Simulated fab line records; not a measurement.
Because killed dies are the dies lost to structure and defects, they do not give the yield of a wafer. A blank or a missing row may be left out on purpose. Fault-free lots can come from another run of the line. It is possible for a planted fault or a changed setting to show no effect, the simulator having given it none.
Chamber matching + flow nand harc + pecvd-03 running NHARC_P_M1_PRE_CLEAN_32: 3 sister chambers
The step time 12 s. 14 wafers are shown with their chamber, then 7 later ones without.

== WAFERS, EACH WITH ITS CHAMBER ==
| wafer  | chamber | heater power w (W) | heater power outer w (W) |
|--------|---------|--------------------|--------------------------|
| L085.2 | 2       | 609                | 405                      |
| L085.3 | 0       | 565                | 307                      |
| L085.5 | 0       | 570                | 307                      |
| L084.4 | 1       | 687                | 373                      |
| L084.5 | 0       | 684                | 401                      |
| L084.6 | 2       | 580                | 363                      |
| L086.1 | 1       | 714                | 403                      |
| L086.2 | 0       | 668                | 370                      |
| L086.3 | 2       | 519                | 334                      |
| L088.3 | 2       | 601                | 378                      |
| L088.5 | 0       | 678                | 388                      |
| L088.6 | 1       | 744                | 424                      |
| L092.1 | 2       | 612                | 407                      |
| L092.2 | 1       | 752                | 419                      |

SIGNATURES, as means of the wafers listed above
| reading              | chamber 0 | chamber 1 | chamber 2 | scatter within a chamber |
|----------------------|-----------|-----------|-----------|--------------------------|
| heater power w       | 633.00    | 724.25    | 584.20    | 45.8                     |
| heater power outer w | 354.60    | 404.75    | 377.40    | 34.8                     |
Rule: a wafer's distance from a chamber is the root of the sum, over the readings, of the square of ((its reading less the chamber's mean) divided by the reading's scatter). If the next closest chamber is less than 2 further off than the closest, the wafer can't be placed; otherwise it belongs to the closest. The scatter is the square root of a quotient: the sum, over the shown wafers, of each reading's squared deviation from its chamber's mean, divided by wafers minus chambers.

== WAFERS WITH NO CHAMBER GIVEN ==
| wafer  | heater power w (W) | heater power outer w (W) |
|--------|--------------------|--------------------------|
| L092.4 | 732                | 421                      |
| L094.2 | 717                | 400                      |
| L094.3 | 665                | 371                      |
| L094.4 | 675                | 386                      |
| L095.3 | 708                | 375                      |
| L095.5 | 699                | 383                      |
| L095.6 | 529                | 333                      |

== EACH ONE'S CHAMBER ==
| wafer  | from the rows above          | in truth |
|--------|------------------------------|----------|
| L092.4 | 1                            | 1        |
| L094.2 | 1                            | 1        |
| L094.3 | can't be placed: 0 or 1 or 2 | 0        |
| L094.4 | can't be placed: 1 or 0 or 2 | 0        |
| L095.3 | can't be placed: 1 or 0 or 2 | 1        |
| L095.5 | can't be placed: 1 or 0 or 2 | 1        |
| L095.6 | can't be placed: 2 or 0      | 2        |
Correctly placed: 2 of 7. Can't be placed from these rows: 5 (the true chamber is among the candidates in 5). Number placed wrongly: 0.
